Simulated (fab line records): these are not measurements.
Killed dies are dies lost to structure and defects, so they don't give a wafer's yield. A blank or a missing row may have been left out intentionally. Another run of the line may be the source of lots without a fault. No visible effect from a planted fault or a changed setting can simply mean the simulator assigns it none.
The tool behind it: which one? ; flow n5 finfet ; 27 wafers from 9 lots sampled at 4 of the route's 1938 steps

== WHAT THE GAUGES READ, wafer by wafer ==
N5_BEOL_M1_CD_MEAS_11: target cd 17.05 nm.
lot;measured;on;cd nm (nm)
L107;day 6 00:03;cd sem-01;17.49 17.22 16.98
L108;day 6 20:06;cd sem-01;17.19 17.18 17.45
L110;day 6 23:53;cd sem-01;17.19 17.31 17.28
L115;day 8 01:27;cd sem-01;16.64 17.08 16.80
L118;day 8 23:18;cd sem-03;18.87 18.48 18.41
L119;day 9 09:42;cd sem-01;17.22 17.20 16.85
L120;day 9 12:43;cd sem-02;18.61 18.09 18.18
L126;day 10 18:00;cd sem-01;17.07 17.27 16.98
L127;day 10 22:30;cd sem-02;17.30 17.31 17.07

== WHICH TOOL RAN EACH LOT (tool, then ch and the chambers of the sampled wafers, then the start) ==
lot;N5_BEOL_M0_ANNEAL_117;N5_BEOL_M1_PECVD_72;N5_BEOL_M1_EXPOSE_08
L107;pvd sputter-02, day 5 21:37;pecvd-02 ch 0,1, day 5 23:35;euv scanner-02 ch 0, day 5 23:56
L108;pvd sputter-03, day 6 17:11;pecvd-03 ch 1,2, day 6 18:41;euv scanner-02 ch 0, day 6 19:58
L110;pvd sputter-03, day 6 21:23;pecvd-01 ch 0,1, day 6 23:18;euv scanner-02 ch 0, day 6 23:45
L115;pvd sputter-01, day 7 23:16;pecvd-02 ch 1,2, day 8 00:46;euv scanner-02 ch 0, day 8 01:19
L118;pvd sputter-03, day 8 19:23;pecvd-02 ch 0,1, day 8 20:56;euv scanner-02 ch 0, day 8 23:11
L119;pvd sputter-01, day 9 07:34;pecvd-03 ch 1,2, day 9 09:07;euv scanner-01 ch 0, day 9 09:35
L120;pvd sputter-03, day 9 08:25;pecvd-03 ch 1,2, day 9 10:37;euv scanner-02 ch 0, day 9 12:36
L126;pvd sputter-03, day 10 14:48;pecvd-03 ch 1,2, day 10 16:45;euv scanner-01 ch 0, day 10 17:53
L127;pvd sputter-02, day 10 20:03;pecvd-01 ch 0,1,2, day 10 21:33;euv scanner-01 ch 0, day 10 22:22
- N5_BEOL_M0_ANNEAL_117: time 60 s.
- N5_BEOL_M1_PECVD_72: deposits SiO2 from TEOS/O2, target thk 16 nm, time 18 s.
- N5_BEOL_M1_EXPOSE_08: exposes mask M1.

== THE ANSWER, worked out from the rows above alone ==
Rule: what is usual is taken from the lots themselves. Put in order of their means at a reading, lots are off if they are a third of the lots or fewer, leave a main group of 4 or more, and stand apart from it by a gap of 3 or more times the standard deviation of the main group's means; of several such gaps the widest counts. Not used: any main group whose means are identical at the precision the tables above print for the reading. Also off: a lot with no number at a reading for which 4 or more lots have one. The other lots that the step has rows for count as sound.
Off, at N5_BEOL_M1_CD_MEAS_11 on cd nm: L118, L120. The main group has a mean of 17.15 nm with a standard deviation of 0.14.
If a tool, at a process step before that reading, ran all the lots that are off and no sound lot after the first of them, it fits. Those tools and the gauges at N5_BEOL_M1_CD_MEAS_11 are tried in the same way. One candidate fits, namely euv scanner-02 at N5_BEOL_M1_EXPOSE_08. Its last sound lot is L115 (day 8 01:19), its first lot that is off L118 (day 8 23:11): a fault that began between those two fits.

== WHAT THE SIMULATOR HAD INSERTED ==
Process parameter drift: euv scanner-02, from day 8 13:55 on, at N5_BEOL_M1_EXPOSE_08. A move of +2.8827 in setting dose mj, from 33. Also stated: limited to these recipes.
Struck lots among those shown: L118, L120. The rule given above showed the same thing.
